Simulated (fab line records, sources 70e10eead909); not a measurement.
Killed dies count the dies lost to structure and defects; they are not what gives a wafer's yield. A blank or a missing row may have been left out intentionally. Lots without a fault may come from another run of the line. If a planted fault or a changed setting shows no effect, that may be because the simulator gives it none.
Matching of chambers :: flow nand harc :: NHARC_A_STAIRCASE_DESCUM_291 on rie diel-01: 4 sister chambers
The step chemistry O2, time 3 s. 14 wafers are shown with their chamber, then 7 later ones without.

== WAFERS WITH THEIR CHAMBER ==
wafer: L076.1
chamber: 3
drypump motor current A (A): 6.1
oes product au (a.u.): 1.006
throttle valve pct (%): 11.316

wafer: L076.3
chamber: 0
drypump motor current A (A): 5.4
oes product au (a.u.): 0.998
throttle valve pct (%): 11.305

wafer: L076.6
chamber: 2
drypump motor current A (A): 5.6
oes product au (a.u.): 0.973
throttle valve pct (%): 11.311

wafer: L082.1
chamber: 0
drypump motor current A (A): 5.4
oes product au (a.u.): 1.004
throttle valve pct (%): 11.316

wafer: L082.4
chamber: 1
drypump motor current A (A): 5.9
oes product au (a.u.): 0.966
throttle valve pct (%): 11.330

wafer: L082.5
chamber: 2
drypump motor current A (A): 5.6
oes product au (a.u.): 0.984
throttle valve pct (%): 11.321

wafer: L083.1
chamber: 3
drypump motor current A (A): 6.0
oes product au (a.u.): 0.992
throttle valve pct (%): 11.300

wafer: L083.2
chamber: 0
drypump motor current A (A): 5.4
oes product au (a.u.): 0.992
throttle valve pct (%): 11.305

wafer: L083.6
chamber: 3
drypump motor current A (A): 6.1
oes product au (a.u.): 0.993
throttle valve pct (%): 11.316

wafer: L086.2
chamber: 2
drypump motor current A (A): 5.7
oes product au (a.u.): 0.998
throttle valve pct (%): 11.317

wafer: L086.3
chamber: 3
drypump motor current A (A): 6.1
oes product au (a.u.): 0.994
throttle valve pct (%): 11.307

wafer: L086.5
chamber: 0
drypump motor current A (A): 5.4
oes product au (a.u.): 0.992
throttle valve pct (%): 11.294

wafer: L089.1
chamber: 2
drypump motor current A (A): 5.6
oes product au (a.u.): 1.000
throttle valve pct (%): 11.314

wafer: L089.3
chamber: 3
drypump motor current A (A): 6.1
oes product au (a.u.): 0.996
throttle valve pct (%): 11.297

SIGNATURES (means of the wafers above)
reading: drypump motor current A
chamber 0: 5.400
chamber 1: 5.900
chamber 2: 5.625
chamber 3: 6.080
scatter within a chamber: 0.0394

reading: oes product au
chamber 0: 0.99650
chamber 1: 0.96600
chamber 2: 0.98875
chamber 3: 0.99620
scatter within a chamber: 0.00843

reading: throttle valve pct
chamber 0: 11.30500
chamber 1: 11.33000
chamber 2: 11.31575
chamber 3: 11.30720
scatter within a chamber: 0.00779
Rule: a wafer lies at a distance from a chamber equal to the root of the sum of squares, over the readings, of (its reading less the chamber's mean, divided by the reading's scatter). If the next closest chamber is less than 2 further off than the closest, the wafer can't be placed; otherwise it belongs to the closest. How the scatter is found: for the shown wafers, subtract from each reading the mean of its chamber, square and add these, divide the total by (wafers less chambers), then take the root.

== WAFERS MISSING THEIR CHAMBER ==
wafer: L089.4
drypump motor current A (A): 5.4
oes product au (a.u.): 0.990
throttle valve pct (%): 11.314

wafer: L091.4
drypump motor current A (A): 5.6
oes product au (a.u.): 0.993
throttle valve pct (%): 11.297

wafer: L091.5
drypump motor current A (A): 6.0
oes product au (a.u.): 0.997
throttle valve pct (%): 11.311

wafer: L091.6
drypump motor current A (A): 5.4
oes product au (a.u.): 0.996
throttle valve pct (%): 11.314

wafer: L093.1
drypump motor current A (A): 6.1
oes product au (a.u.): 0.990
throttle valve pct (%): 11.309

wafer: L093.3
drypump motor current A (A): 5.4
oes product au (a.u.): 0.996
throttle valve pct (%): 11.315

wafer: L093.4
drypump motor current A (A): 5.4
oes product au (a.u.): 0.981
throttle valve pct (%): 11.313

== THE CHAMBER EACH PASSED THROUGH ==
wafer: L089.4
from the rows above: 0
in truth: 0

wafer: L091.4
from the rows above: 2
in truth: 2

wafer: L091.5
from the rows above: 3
in truth: 3

wafer: L091.6
from the rows above: 0
in truth: 0

wafer: L093.1
from the rows above: 3
in truth: 3

wafer: L093.3
from the rows above: 0
in truth: 0

wafer: L093.4
from the rows above: 0
in truth: 0
Correct placement for 7 of the 7. Left unplaced by these rows: 0. Wrongly placed: 0.
